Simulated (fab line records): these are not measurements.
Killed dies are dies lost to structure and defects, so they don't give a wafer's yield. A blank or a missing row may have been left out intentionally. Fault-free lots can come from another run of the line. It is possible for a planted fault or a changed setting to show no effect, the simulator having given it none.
fab line records	flow nand_harc
record lots=6	wafers=18	last_day=26
route steps=1159 shown A_SLIT@801 A_SIN_REMOVE@804 A_WL_FILL@809 A_CONTACT@840 END@1159
lots with no fault: from the same line, run without faults
start_h: hours from the record's first day to the start of the lot's first wafer shown	wait_h: hours since the lot's step before	" unchanged from the row above	L1.1+2: a row that stands for several wafers	- value missing, or start not given	* or withheld: withheld	< > ~ a bound
route shown NAME@n: NAME is a module with steps in the file, n the number in the route of the first one	usual: the fault-free wafers' mean and standard deviation	same: alike in all rows	chamber/n: place in a boat	sites: the reading at each site	_std_site: the values' standard deviation	_edge_site: outer sites' mean less inner sites'	radius_mm: for every site, how far away it sits from the centre of the wafer	mask NAME#n: copy n	behind: the most recent tool/chamber to have shaped the wafer	hold: cause of the lot's hold/its duration in hours/its outcome	device: which transistor (n, p or np) failed to switch	end of line: the same wafers' tests at the end of the route	a step without rows: its recipe alone	killed: dies lost to structure and defects at the first sort, not the wafer's yield	map: the dies of a wafer, with x for killed, . for not killed, _ for no die there
set.NAME: the setting that was run; set.NAME@STEP: the one run at that earlier step	model.NAME: the simulator's own value behind a step, which no gauge read
lots seen at some steps along the route; tables by step, rows by wafer
services: the hour from which a tool's chamber was out of use, counted from the record's first day as start_h (under 0 if before that day), plus the number of hours and why
## steps
# step NHARC_A_SLIT_PRECLEAN_19
# recipe time_s=*	temp_c=50	bath_age_min=0	chemistry=SC1
# step NHARC_A_SLIT_SRD_20
# step NHARC_A_SLIT_CD_MEAS_21
# usual cd_nm=289.1/0.96
lot.wafer	tool	chamber	start_h	wait_h	cd_nm
L284.2	cd_sem-02	-	312.26	0.1	287.3
L284.3	"	-	"	"	286.5
L284.4	"	-	"	"	287.6
L288.2	cd_sem-03	-	343.11	-	290.2
L288.3	"	-	"	"	290.4
L288.6	"	-	"	"	289.8
L291.1	cd_sem-03	-	379.50	-	290.1
L291.5	"	-	"	"	289.4
L291.6	"	-	"	"	288.7
L299.1	cd_sem-03	-	408.85	-	289.9
L299.4	"	-	"	"	288.6
L299.5	"	-	"	"	289.2
L300.3	cd_sem-01	-	410.16	-	289.3
L300.4	"	-	"	"	289.9
L300.6	"	-	"	"	289.3
L307.1	cd_sem-01	-	487.97	-	289.7
L307.2	"	-	"	"	289.1
L307.5	"	-	"	"	289.8
# step NHARC_A_SIN_REMOVE_WET_00
# recipe temp_c=160	time_s=15300	chemistry=H3PO4
# step NHARC_A_SIN_REMOVE_PRECLEAN_01
# recipe time_s=*	temp_c=50	bath_age_min=0	chemistry=SC1
# step NHARC_A_SIN_REMOVE_SRD_02
# step NHARC_A_SIN_REMOVE_INSPECT_04
# usual raw_defect_count=297/86
lot.wafer	tool	chamber	start_h	wait_h	raw_defect_count
L284.2	defect_inspect-01	-	320.00	0.0	324
L284.3	"	-	"	"	416
L284.4	"	-	"	"	296
L288.2	defect_inspect-02	-	352.12	0.0	245
L288.3	"	-	"	"	222
L288.6	"	-	"	"	237
L291.1	defect_inspect-02	-	439.06	0.0	589
L291.5	"	-	"	"	384
L291.6	"	-	"	"	465
L299.1	defect_inspect-02	-	443.76	0.1	202
L299.4	"	-	"	"	237
L299.5	"	-	"	"	186
L300.3	defect_inspect-02	-	443.80	0.0	353
L300.4	"	-	"	"	323
L300.6	"	-	"	"	209
L307.1	defect_inspect-02	-	495.71	0.0	307
L307.2	"	-	"	"	335
L307.5	"	-	"	"	242
# step NHARC_A_WL_FILL_ALD_00
# recipe target_thk_a=30	pulse_time_s=3	ald_cycles=30	temp_c=300	material=Al2O3
# step NHARC_A_WL_FILL_RTA_01
# recipe temp_c=1000	time_s=5
# step NHARC_A_WL_FILL_ALD_02
# recipe target_thk_a=20	pulse_time_s=3	ald_cycles=100	temp_c=450	material=TiN
# step NHARC_A_WL_FILL_CVD_03
# recipe target_thk_a=400	temp_c=300	pressure_torr=40	wf6_flow_sccm=40	h2_flow_sccm=1600	ar_flow_sccm=1560	time_s=3302	material=W
# usual heater_power_w=440/35	throttle_valve_pct=7.94/0.2
lot.wafer	tool	chamber	start_h	wait_h	heater_power_w	since_wet_clean_h	throttle_valve_pct
L284.2	cvd_w-01	1	325.69	3.5	449	20	7.69
L284.4	"	1	"	"	454	-	7.57
L284.3	"	0	"	"	385	-	7.96
L288.2	cvd_w-01	1	382.70	29.7	451	77	7.80
L288.3	"	0	384.11	31.1	392	-	8.09
L288.6	"	1	"	"	464	-	7.69
L291.1	cvd_w-01	0	448.43	7.8	401	143	8.06
L291.6	"	0	450.35	9.7	402	-	8.43
L291.5	"	1	"	"	457	-	7.76
L299.1	cvd_w-02	0	455.04	10.2	483	27	8.06
L299.4	"	1	456.45	11.6	452	-	7.76
L299.5	"	1	"	"	460	-	8.14
L300.3	cvd_w-02	0	458.80	13.8	473	-	7.85
L300.4	"	1	"	"	457	-	7.80
L300.6	"	0	"	"	476	-	8.18
L307.1	cvd_w-01	1	502.71	6.1	480	16	8.10
L307.2	"	0	"	"	393	16	8.10
L307.5	"	0	505.04	8.4	385	-	7.84
# step NHARC_A_WL_FILL_ETCHBACK_04
# recipe target_depth_a=600	time_s=120	chemistry=NF3
# usual drypump_motor_current_A=5.7/0.48	oes_product_au=0.994/0.0084
lot.wafer	tool	chamber	start_h	wait_h	drypump_motor_current_A	oes_product_au	rf_hours_counter_h
L284.2	rie_metal-03	0	328.97	2.8	5.4	0.989	0.9
L284.3	"	0	"	"	5.3	0.997	-
L284.4	"	1	"	"	6.0	0.988	-
L288.2	rie_metal-02	1	386.03	2.9	4.8	1.003	4.4
L288.3	"	0	"	"	6.2	1.001	-
L288.6	"	1	"	"	4.8	0.997	-
L291.1	rie_metal-03	1	451.85	2.9	6.0	1.001	2.9
L291.5	"	0	"	"	5.4	1.008	-
L291.6	"	1	"	"	6.0	0.997	-
L299.1	rie_metal-02	0	458.37	2.9	6.3	0.994	1.9
L299.4	"	1	"	"	4.8	0.976	-
L299.5	"	0	"	"	6.2	0.993	-
L300.4	rie_metal-01	1	461.23	1.5	6.0	0.982	-
L300.3	"	0	"	"	5.6	0.974	-
L300.6	"	0	"	"	5.6	0.992	-
L307.2	rie_metal-03	0	505.99	2.4	5.4	0.989	0.6
L307.1	"	1	"	"	5.9	1.000	0.6
L307.5	"	1	"	"	5.9	1.007	-
# step NHARC_A_WL_FILL_ETCHBACK_05
# recipe target_depth_a=220	time_s=60	temp_c=40	chemistry=Cl2/BCl3
# step NHARC_A_WL_FILL_STRIP_27
# recipe power_w=1500	temp_c=250	time_s=20	chemistry=N2/H2
# step NHARC_A_WL_FILL_STRIP_28
# recipe time_s=1200	temp_c=72.5	chemistry=post_etch_residue_remover
# step NHARC_A_WL_FILL_PRECLEAN_06
# recipe time_s=300	chemistry=DIW
# step NHARC_A_WL_FILL_SRD_07
# step NHARC_A_WL_FILL_ANNEAL_08
# recipe temp_c=450	time_s=1800
# step NHARC_A_WL_FILL_ALD_10
# recipe target_thk_a=500	pulse_time_s=10	ald_cycles=500	temp_c=300	material=SiO2
# usual heater_power_w=478/44	precursor_pulse_height_rel=0.999/0.02
lot.wafer	tool	chamber	start_h	wait_h	heater_power_w	precursor_pulse_height_rel	since_wet_clean_h
L284.2	ald_hk-02	1	335.20	0.6	509	0.980	44
L284.4	"	2	"	"	422	1.017	45
L284.3	"	3	"	"	558	1.041	45
L288.3	ald_hk-04	1	393.25	0.6	500	1.016	20
L288.2	"	3	394.27	1.6	485	1.000	21
L288.6	"	1	395.29	2.6	501	1.001	-
L291.1	ald_hk-02	2	459.20	1.6	434	0.967	168
L291.5	"	2	461.25	3.7	425	1.039	-
L291.6	"	3	"	"	560	1.012	-
L299.1	ald_hk-03	3	462.94	1.9	462	1.009	132
L299.4	"	2	464.50	3.4	440	1.009	133
L299.5	"	0	465.53	4.5	489	1.038	-
L300.4	ald_hk-03	0	466.41	0.0	492	1.022	135
L300.3	"	2	467.43	1.1	432	1.028	136
L300.6	"	1	468.96	2.6	418	0.991	-
L307.2	ald_hk-03	0	513.11	2.8	484	1.006	1
L307.1	"	1	"	"	450	1.023	2
L307.5	"	0	515.17	4.8	479	1.012	-
# step NHARC_A_WL_FILL_ETCHBACK_16
# recipe target_depth_a=880	time_s=17.6	c4f8_flow_sccm=withheld	o2_flow_sccm=8	ar_flow_sccm=withheld	rf_w=600	bias_w=800	chemistry=C4F8/O2/Ar
# step NHARC_A_WL_FILL_STRIP_29
# recipe time_s=20	o2_flow_sccm=500	ar_flow_sccm=0	bias_w=0	chemistry=O2
# step NHARC_A_WL_FILL_ETCHBACK_17
# recipe target_depth_a=40	time_s=26.7	chemistry=Cl2/BCl3
# usual drypump_motor_current_A=5.7/0.46	oes_product_au=0.994/0.0083
lot.wafer	tool	chamber	start_h	wait_h	drypump_motor_current_A	oes_product_au	rf_hours_counter_h
L284.2	rie_metal-02	1	339.51	-	4.8	1.005	3.5
L284.4	"	1	"	"	4.9	0.996	-
L284.3	"	0	"	"	6.2	0.997	-
L288.2	rie_metal-02	0	397.58	-	6.2	0.995	0
L288.3	"	1	"	"	4.8	0.989	-
L288.6	"	1	"	"	4.8	0.987	-
L291.1	rie_metal-01	1	464.02	-	6.0	0.985	3.3
L291.6	"	1	"	"	6.0	0.983	-
L291.5	"	0	"	"	5.6	0.990	-
L299.1	rie_metal-01	1	467.80	-	6.0	1.002	3.3
L299.4	"	1	"	"	6.0	0.998	-
L299.5	"	1	"	"	6.0	0.996	-
L300.3	rie_metal-01	1	471.24	-	6.0	0.996	-
L300.4	"	0	"	"	5.6	0.995	-
L300.6	"	0	"	"	5.6	1.008	-
L307.2	rie_metal-03	0	517.92	-	5.4	0.999	1.1
L307.1	"	1	"	"	5.9	0.995	1.1
L307.5	"	1	"	"	5.9	1.001	-
# step NHARC_A_WL_FILL_PRECLEAN_18
# recipe time_s=30	chemistry=dHF
# step NHARC_A_WL_FILL_SRD_21
# step NHARC_A_WL_FILL_CVD_23
# recipe target_thk_a=400	temp_c=620	pressure_mtorr=200	time_s=800	material=poly-Si
# step NHARC_A_WL_FILL_ETCHBACK_26
# recipe target_depth_a=520	time_s=13.3	hbr_flow_sccm=150	rf_w=350	icp_w=350	bias_w=60	chemistry=HBr
# step NHARC_A_WL_FILL_PRECLEAN_30
# recipe time_s=10	chemistry=dHF
# step NHARC_A_WL_FILL_SRD_14
# step NHARC_A_WL_FILL_ALD_19
# recipe target_thk_a=20	pulse_time_s=3	ald_cycles=100	temp_c=450	material=TiN
# step NHARC_A_WL_FILL_CVD_20
# recipe target_thk_a=750	temp_c=300	pressure_torr=40	wf6_flow_sccm=40	h2_flow_sccm=1600	ar_flow_sccm=1560	time_s=5064	material=W
# step NHARC_A_WL_FILL_CMP_12
# recipe t_overpolish_s=30	target_thk_nm=75
# step NHARC_A_WL_FILL_SRD_31
# step NHARC_A_WL_FILL_INSPECT_15
# usual raw_defect_count=395/110
lot.wafer	tool	chamber	start_h	wait_h	raw_defect_count
L284.2	defect_inspect-02	-	372.17	0.0	421
L284.3	"	-	"	"	370
L284.4	"	-	"	"	400
L288.2	defect_inspect-01	-	426.18	0.0	277
L288.3	"	-	"	"	431
L288.6	"	-	"	"	323
L291.1	defect_inspect-02	-	480.14	0.0	492
L291.5	"	-	"	"	374
L291.6	"	-	"	"	268
L299.1	defect_inspect-01	-	492.91	0.0	262
L299.4	"	-	"	"	504
L299.5	"	-	"	"	376
L300.3	defect_inspect-01	-	497.18	0.0	360
L300.4	"	-	"	"	526
L300.6	"	-	"	"	240
L307.1	defect_inspect-02	-	534.38	0.0	371
L307.2	"	-	"	"	563
L307.5	"	-	"	"	360
# step NHARC_A_CONTACT_DEP_24
# recipe target_thk_a=5000	temp_c=400	pressure_torr=6.5	rf_w=900	teos_flow_sccm=161.4	flow_sccm=2650	target_thk_nm=500	gas=O2	material=SiO2
# usual flow_sccm=2649/7.6	heater_power_w=544/55	showerhead_vpp_V=1855/77	throttle_valve_pct=16.3/0.41
lot.wafer	tool	chamber	start_h	wait_h	flow_sccm	heater_power_w	showerhead_vpp_V	since_wet_clean_h	throttle_valve_pct
L284.3	pecvd-04	0	372.24	0.1	2651	586	1904	164	17.0
L284.2	"	1	"	"	2648	526	1821	164	16.3
L284.4	"	0	"	"	2650	609	1888	-	16.9
L288.3	pecvd-04	1	426.36	0.2	2635	497	1821	37	15.8
L288.2	"	0	"	"	2653	537	1880	38	16.0
L288.6	"	2	"	"	2657	563	1932	-	16.2
L291.1	pecvd-02	2	480.28	0.1	2654	577	1824	133	16.1
L291.6	"	0	"	"	2652	566	1921	-	16.6
L291.5	"	1	"	"	2632	586	1650	-	17.2
L299.5	pecvd-02	1	493.16	0.3	2643	512	1698	-	17.4
L299.4	"	2	"	"	2646	596	1842	-	16.1
L300.4	pecvd-04	0	497.68	0.5	2648	549	1905	-	16.2
L307.1	pecvd-02	2	534.45	0.1	2660	604	1824	6	15.6
L307.2	"	0	"	"	2645	587	1899	6	16.5
L307.5	"	2	"	"	2653	616	1816	-	15.5
# step NHARC_A_CONTACT_DEP_28
# recipe target_thk_a=36000	temp_c=400	material=aC
# usual throttle_valve_pct=35.001/0.0076
lot.wafer	tool	chamber	start_h	wait_h	throttle_valve_pct
L284.2	acl_dep-01	0	374.73	1.9	34.998
L284.3	"	0	"	"	35.008
L284.4	"	0	"	"	34.990
L288.2	acl_dep-02	0	427.33	0.4	35.000
L288.3	"	0	"	"	34.999
L288.6	"	0	428.77	1.9	35.017
L291.1	acl_dep-02	0	488.36	7.5	35.015
L291.5	"	0	489.83	9.0	35.011
L291.6	"	0	"	"	35.007
L299.4	acl_dep-03	0	503.18	9.6	35.006
L299.5	"	0	"	"	35.003
L300.4	acl_dep-01	0	506.15	8.2	34.997
L307.1	acl_dep-03	0	538.62	3.6	34.992
L307.2	"	0	"	"	34.997
L307.5	"	0	540.09	5.1	35.005
# step NHARC_END_SORT_01
# recipe temp_c=25
# usual killed_at_array=28/11	killed_at_other=0.9/1.2	killed_at_periphery=2.6/2.1	killed_dies=31/11	killed_open=3.1/1.7	killed_short=1.9/1.3
# same gross_dies=677
lot.wafer	tool	chamber	start_h	wait_h	killed_at_array	killed_at_other	killed_at_periphery	killed_dies	killed_open	killed_short
L299.1	prober-02	0	598.41	2.5	596	1	3	600	2	1
L299.4	prober-02	0	600.79	3.4	30	0	2	32	4	2
L299.5	prober-02	0	601.58	3.7	19	4	3	26	3	2
L300.3	prober-01	0	610.92	3.1	518	1	5	524	3	4
L300.6	prober-01	0	613.32	4.0	634	2	7	643	3	3
# killed by level:class
L299.1 A_WL_FILL:area_cvd=582 A_SLIT:chamber_film_flake=5 A_CONTACT:chamber_film_flake=5 P_CONTACT:geometric_particle:open=2 A_CHANNEL_HOLE_D1:chamber_film_flake=2 A_WL_FILL:geometric_particle:short=1 P_BONDPAD:chamber_film_flake=1 A_M0:chamber_film_flake=1
L299.4 A_SLIT:chamber_film_flake=14 A_CHANNEL_HOLE_D1:chamber_film_flake=6 A_CONTACT:chamber_film_flake=5 A_SGD_CUT:geometric_particle:open=2 P_M0:geometric_particle:short=1 P_M1:geometric_particle:open=1 A_CONTACT:geometric_particle:open=1 A_M0:geometric_particle:short=1
L299.5 A_SLIT:chamber_film_flake=9 A_CONTACT:chamber_film_flake=5 THIN_TSV:chamber_film_flake=4 P_CONTACT:geometric_particle:open=2 A_CHANNEL_FILL_D1:geometric_particle:short=2 A_CHANNEL_HOLE_D1:chamber_film_flake=2 A_CONTACT:geometric_particle:open=1 P_ZERO_WELL:chamber_film_flake=1
L300.3 A_WL_FILL:area_cvd=488 A_CHANNEL_HOLE_D1:chamber_film_flake=17 P_M2:chamber_film_flake=5 A_STAIRCASE:chamber_film_flake=3 A_M1:chamber_film_flake=2 A_SOURCE_PLATE:geometric_particle:short=1 A_ONON_D1:geometric_particle:short=1 A_SGD_CUT:geometric_particle:open=1
L300.6 A_WL_FILL:area_cvd=604 A_CHANNEL_HOLE_D1:chamber_film_flake=20 P_M2:chamber_film_flake=5 A_CONTACT:chamber_film_flake=3 A_STAIRCASE:chamber_film_flake=2 P_GATE:geometric_particle:short=1 A_ONON_D1:geometric_particle:open=1 A_CHANNEL_HOLE_D1:geometric_particle:open=1
# map L299.1 (x killed, . not)
____________x____________
_________xxxxxxx_________
_______xxxxxxxxxxx_______
______xxxxxxxxxxxxx______
_____xxxxxxxxxxxxxxx_____
____xxxxxxxxxxxxxxxxx____
____xxxxxxxxxxxxxxxxx____
___xxxxxxxxxxxxxxxxxxx___
___xxxxxxxxxxxxxxxxxxx___
__xxxxxxxxxxxxxxxxxxxxx__
__xxxxxxx.xxxxxxxxxxxxx__
_xxxxxxxx..xxxxxxxxxxxxx_
_xxxxxxxxx.xxxx.xxxxxxxx_
_xxxxxxxx.x..xxx.xxxxxxx_
_xxxxxxxxxx.xx..xxxxxxxx_
_xxxxxxxx.x.....xxxxxxxx_
xxxxxxx...x...x..xxxxxxxx
xxxxxxxx.....x...xxxxxxxx
xxxxxxxx.xxx...xxxxxxxxxx
xxxxx.x...x.x....xxxxxxxx
xxxxxx.xxxxxxx.xxxxxxxxxx
_xxxxxxx....x..xxxxxxxxx_
_xxxxxxxx...x...xxxxxxxx_
_xxxxxxxx.....xxxxxxxxxx_
_xxxxxxxx..x..xxxxxxxxxx_
_xxxxxxxx..x.xxxxxxxxxxx_
__xxxxxxx...xx.xxxxxxxx__
__xxxxxxxxxxxxxxxxxxxxx__
___xxxxxxxxxxxxxxxxxxx___
___xxxxxxxxxxxxxxxxxxx___
____xxxxxxxxxxxxxxxxx____
____xxxxxxxxxxxxxxxxx____
_____xxxxxxxxxxxxxxx_____
______xxxxxxxxxxxxx______
_______xxxxxxxxxxx_______
_________xxxxxxx_________
____________x____________
# map L300.6 (x killed, . not)
____________x____________
_________xxxxxxx_________
_______xxxxxxxxxxx_______
______xxxxxxxxxxxxx______
_____xxxxxxxxxxxxxxx_____
____xxxxxxxxxxxxxxxxx____
____xxxxxxxxxxxxxxxxx____
___xxxxxxxxxxxxx.xxxxx___
___xxxxxxxxxx.xxxxxxxx___
__xxxxxxxxxxxxx.xxxxxxx__
__xxxxxxxxxxxxxxxxxxxxx__
_xxxxxxxxxxxxxxxxxxxxxxx_
_xxxxxxxxxxx.xxxx.xxxxxx_
_xxxxxx.xxxxxxxxxxxxxxxx_
_xxxxxxx.x.x.xxx.xxxxxxx_
_xxxxxxxxxxx.xx.xxxxxxxx_
xxxxxxxxxx.x..xxxx.xxxxxx
xxxxxxxx.x.x.xxxxxxxxxxxx
xxxxxxx.xxxxxxxxxxxxxxxxx
xxxxxxxxx.x..xxxxxxxxxxxx
xxxxxxxxxx.x..xxxxxxxxxxx
_xxxxxxxxxxxxxxxxxxxxxxx_
_xxxxxxxxx.x...xxxxxxxxx_
_xxxxxxxx.xxxxxxxxxxxxxx_
_xxxxxxxxxxx.xx.xxxxxxxx_
_xxxxxxxxxxx.xxxxxxxxxxx_
__xxxxxxxxxxxxxxxxxxxxx__
__xxxxxxxxxxxxxxxxxxxxx__
___xxxxxxxxxxxxxxxxxxx___
___xxxxxxxxxxxxxxxxxxx___
____xxxxxxxxxxxxxxxxx____
____xxxxxxxxxxxxxxxxx____
_____xxxxxxxxxxxxxxx_____
______xxxxxxxxxxxxx______
_______xxxxxxxxxxx_______
_________xxxxxxx_________
____________x____________
## services
tool	chamber	start_h	hours	kind
pecvd-04	2	307.32	17.4	repair
pecvd-02	1	314.05	2.2	repair
cvd_w-02	-	315.10	100.5	repair
pecvd-02	-	317.25	0.3	repair
rie_metal-01	-	332.00	9.0	pm
pecvd-02	-	334.00	13.0	pm
acl_dep-02	-	349.16	13.0	pm
pecvd-04	-	376.00	13.0	pm
rie_metal-02	-	388.18	9.0	pm
cvd_w-02	-	415.65	13.0	pm
rie_metal-03	-	417.39	2.5	repair
pecvd-02	0	421.28	39.5	repair
rie_metal-03	-	449.30	0.1	repair
rie_metal-03	-	453.00	9.0	pm
pecvd-02	1	463.07	14.3	repair
rie_metal-02	-	468.73	0.3	repair
cvd_w-01	-	474.37	13.0	pm
pecvd-02	-	477.67	0.5	repair
cvd_w-02	0	492.73	2.5	repair
ald_hk-03	-	503.11	10.0	pm
ald_hk-02	-	505.24	1.3	repair
rie_metal-01	-	509.00	9.0	pm
pecvd-02	-	515.17	13.0	pm
acl_dep-02	-	532.22	13.0	pm
## key
first_sign step=NHARC_END_SORT_01	reading=killed_dies	direction=up	sigmas=52	usual=31	struck=589
effect step=NHARC_END_SORT_01	reading=killed_at_array	direction=up	sigmas=52	usual=28	struck=583
more_kills_born_at NHARC_A_WL_FILL_CVD_03@cvd_w-02=1674
met_at NHARC_A_WL_FILL_CVD_03
struck_wafers L299.1,L300.3,L300.6
later_rows_left_out L299.1,L300.3,L300.6
tester_left_out L299,L300
fault kind=process_parameter_drift	tool=cvd_w-02	chamber=0	onset_h=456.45	steps=NHARC_A_WL_FILL_CVD_03	channel=target_thk_a	offset=*	shape=step	end_h=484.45	acts_in=*	stated=*
# tester_left_out: of these lots the tester's yield and bins aren't shown, on N5 and GAA mostly nor the transistor test; their killed dies are dies lost to structure and defects alone, not to doping, threshold or leakage, so they don't give the yield
# later_rows_left_out: the simulator's readings of these wafers behind a module that went badly wrong aren't trusted and aren't shown, but for the sort
